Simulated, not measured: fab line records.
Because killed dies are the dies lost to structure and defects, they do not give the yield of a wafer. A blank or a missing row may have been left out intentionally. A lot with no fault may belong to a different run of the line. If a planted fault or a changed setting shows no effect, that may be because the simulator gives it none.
Matching of chambers || flow nandHarc || NHARC_A_STAIRCASE_DESCUM_252 on rieDiel-02: 4 sister chambers
The step chemistry O2, time 3 s. 24 wafers are shown with their chamber, then 12 later ones without.

== EACH WAFER AND ITS CHAMBER ==
{"wafer": "L081.2", "chamber": 1, "drypumpMotorCurrentA (A)": 5.4, "showerheadPlenumPTorr (Torr)": 1.80, "oesProductAu (a.u.)": 1.002}
{"wafer": "L081.3", "chamber": 2, "drypumpMotorCurrentA (A)": 5.3, "showerheadPlenumPTorr (Torr)": 1.79, "oesProductAu (a.u.)": 0.991}
{"wafer": "L081.4", "chamber": 0, "drypumpMotorCurrentA (A)": 6.0, "showerheadPlenumPTorr (Torr)": 1.87, "oesProductAu (a.u.)": 1.000}
{"wafer": "L083.3", "chamber": 3, "drypumpMotorCurrentA (A)": 5.0, "showerheadPlenumPTorr (Torr)": 1.82, "oesProductAu (a.u.)": 1.003}
{"wafer": "L083.4", "chamber": 2, "drypumpMotorCurrentA (A)": 5.4, "showerheadPlenumPTorr (Torr)": 1.79, "oesProductAu (a.u.)": 1.000}
{"wafer": "L083.6", "chamber": 0, "drypumpMotorCurrentA (A)": 5.9, "showerheadPlenumPTorr (Torr)": 1.87, "oesProductAu (a.u.)": 0.998}
{"wafer": "L083.1", "chamber": 1, "drypumpMotorCurrentA (A)": 5.4, "showerheadPlenumPTorr (Torr)": 1.79, "oesProductAu (a.u.)": 1.000}
{"wafer": "L083.2", "chamber": 0, "drypumpMotorCurrentA (A)": 5.9, "showerheadPlenumPTorr (Torr)": 1.87, "oesProductAu (a.u.)": 0.997}
{"wafer": "L083.5", "chamber": 3, "drypumpMotorCurrentA (A)": 5.0, "showerheadPlenumPTorr (Torr)": 1.82, "oesProductAu (a.u.)": 0.991}
{"wafer": "L085.1", "chamber": 1, "drypumpMotorCurrentA (A)": 5.4, "showerheadPlenumPTorr (Torr)": 1.79, "oesProductAu (a.u.)": 1.012}
{"wafer": "L085.4", "chamber": 3, "drypumpMotorCurrentA (A)": 5.0, "showerheadPlenumPTorr (Torr)": 1.82, "oesProductAu (a.u.)": 0.992}
{"wafer": "L085.6", "chamber": 2, "drypumpMotorCurrentA (A)": 5.4, "showerheadPlenumPTorr (Torr)": 1.79, "oesProductAu (a.u.)": 1.001}
{"wafer": "L086.1", "chamber": 3, "drypumpMotorCurrentA (A)": 5.0, "showerheadPlenumPTorr (Torr)": 1.82, "oesProductAu (a.u.)": 0.996}
{"wafer": "L086.2", "chamber": 0, "drypumpMotorCurrentA (A)": 5.9, "showerheadPlenumPTorr (Torr)": 1.86, "oesProductAu (a.u.)": 1.007}
{"wafer": "L086.4", "chamber": 1, "drypumpMotorCurrentA (A)": 5.4, "showerheadPlenumPTorr (Torr)": 1.79, "oesProductAu (a.u.)": 1.005}
{"wafer": "L088.2", "chamber": 2, "drypumpMotorCurrentA (A)": 5.3, "showerheadPlenumPTorr (Torr)": 1.79, "oesProductAu (a.u.)": 0.998}
{"wafer": "L088.4", "chamber": 1, "drypumpMotorCurrentA (A)": 5.4, "showerheadPlenumPTorr (Torr)": 1.79, "oesProductAu (a.u.)": 1.012}
{"wafer": "L088.5", "chamber": 3, "drypumpMotorCurrentA (A)": 5.0, "showerheadPlenumPTorr (Torr)": 1.82, "oesProductAu (a.u.)": 0.998}
{"wafer": "L090.1", "chamber": 3, "drypumpMotorCurrentA (A)": 5.0, "showerheadPlenumPTorr (Torr)": 1.82, "oesProductAu (a.u.)": 1.000}
{"wafer": "L090.3", "chamber": 1, "drypumpMotorCurrentA (A)": 5.4, "showerheadPlenumPTorr (Torr)": 1.79, "oesProductAu (a.u.)": 1.009}
{"wafer": "L090.5", "chamber": 0, "drypumpMotorCurrentA (A)": 5.9, "showerheadPlenumPTorr (Torr)": 1.86, "oesProductAu (a.u.)": 0.991}
{"wafer": "L091.4", "chamber": 3, "drypumpMotorCurrentA (A)": 5.0, "showerheadPlenumPTorr (Torr)": 1.82, "oesProductAu (a.u.)": 0.998}
{"wafer": "L091.5", "chamber": 3, "drypumpMotorCurrentA (A)": 5.0, "showerheadPlenumPTorr (Torr)": 1.82, "oesProductAu (a.u.)": 0.997}
{"wafer": "L091.6", "chamber": 0, "drypumpMotorCurrentA (A)": 5.9, "showerheadPlenumPTorr (Torr)": 1.86, "oesProductAu (a.u.)": 0.998}

SIGNATURES (means of the wafers above)
{"reading": "drypumpMotorCurrentA", "chamber 0": 5.917, "chamber 1": 5.400, "chamber 2": 5.350, "chamber 3": 5.000, "scatter within a chamber": 0.0303}
{"reading": "showerheadPlenumPTorr", "chamber 0": 1.8650, "chamber 1": 1.7917, "chamber 2": 1.7900, "chamber 3": 1.8200, "scatter within a chamber": 0.00342}
{"reading": "oesProductAu", "chamber 0": 0.99850, "chamber 1": 1.00667, "chamber 2": 0.99750, "chamber 3": 0.99687, "scatter within a chamber": 0.00466}
Rule: distance of a wafer from a chamber = root of the sum over the readings of ((wafer's reading minus chamber's mean) / reading's scatter) squared. If the next closest chamber is less than 2 further off than the closest, the wafer can't be placed; otherwise it belongs to the closest. The scatter: take each reading less its chamber's mean, square it, sum over the shown wafers, divide by the number of wafers less the number of chambers, and take the root.

== WAFERS WITH NO CHAMBER GIVEN ==
{"wafer": "L094.1", "drypumpMotorCurrentA (A)": 5.4, "showerheadPlenumPTorr (Torr)": 1.79, "oesProductAu (a.u.)": 0.991}
{"wafer": "L094.2", "drypumpMotorCurrentA (A)": 5.0, "showerheadPlenumPTorr (Torr)": 1.82, "oesProductAu (a.u.)": 1.002}
{"wafer": "L094.3", "drypumpMotorCurrentA (A)": 5.9, "showerheadPlenumPTorr (Torr)": 1.86, "oesProductAu (a.u.)": 0.993}
{"wafer": "L094.4", "drypumpMotorCurrentA (A)": 5.4, "showerheadPlenumPTorr (Torr)": 1.79, "oesProductAu (a.u.)": 1.004}
{"wafer": "L094.5", "drypumpMotorCurrentA (A)": 5.4, "showerheadPlenumPTorr (Torr)": 1.79, "oesProductAu (a.u.)": 0.982}
{"wafer": "L094.6", "drypumpMotorCurrentA (A)": 5.4, "showerheadPlenumPTorr (Torr)": 1.79, "oesProductAu (a.u.)": 0.995}
{"wafer": "L095.1", "drypumpMotorCurrentA (A)": 5.9, "showerheadPlenumPTorr (Torr)": 1.86, "oesProductAu (a.u.)": 0.992}
{"wafer": "L095.2", "drypumpMotorCurrentA (A)": 5.0, "showerheadPlenumPTorr (Torr)": 1.82, "oesProductAu (a.u.)": 0.987}
{"wafer": "L095.3", "drypumpMotorCurrentA (A)": 5.4, "showerheadPlenumPTorr (Torr)": 1.79, "oesProductAu (a.u.)": 0.982}
{"wafer": "L097.1", "drypumpMotorCurrentA (A)": 5.4, "showerheadPlenumPTorr (Torr)": 1.78, "oesProductAu (a.u.)": 0.995}
{"wafer": "L097.3", "drypumpMotorCurrentA (A)": 5.4, "showerheadPlenumPTorr (Torr)": 1.78, "oesProductAu (a.u.)": 0.996}
{"wafer": "L097.5", "drypumpMotorCurrentA (A)": 5.0, "showerheadPlenumPTorr (Torr)": 1.81, "oesProductAu (a.u.)": 1.002}

== THE CHAMBER EACH PASSED THROUGH ==
{"wafer": "L094.1", "from the rows above": "can't be placed: 2 or 1", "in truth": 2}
{"wafer": "L094.2", "from the rows above": 3, "in truth": 3}
{"wafer": "L094.3", "from the rows above": 0, "in truth": 0}
{"wafer": "L094.4", "from the rows above": "can't be placed: 1 or 2", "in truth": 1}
{"wafer": "L094.5", "from the rows above": "can't be placed: 2 or 1", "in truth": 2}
{"wafer": "L094.6", "from the rows above": "can't be placed: 2 or 1", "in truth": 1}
{"wafer": "L095.1", "from the rows above": 0, "in truth": 0}
{"wafer": "L095.2", "from the rows above": 3, "in truth": 3}
{"wafer": "L095.3", "from the rows above": "can't be placed: 2 or 1", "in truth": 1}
{"wafer": "L097.1", "from the rows above": "can't be placed: 2 or 1", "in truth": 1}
{"wafer": "L097.3", "from the rows above": "can't be placed: 2 or 1", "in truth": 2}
{"wafer": "L097.5", "from the rows above": 3, "in truth": 3}
5 of 12 placed correctly. From these rows, 7 cannot be placed; in 7 the true chamber is one of the candidates. Number placed wrongly: 0.
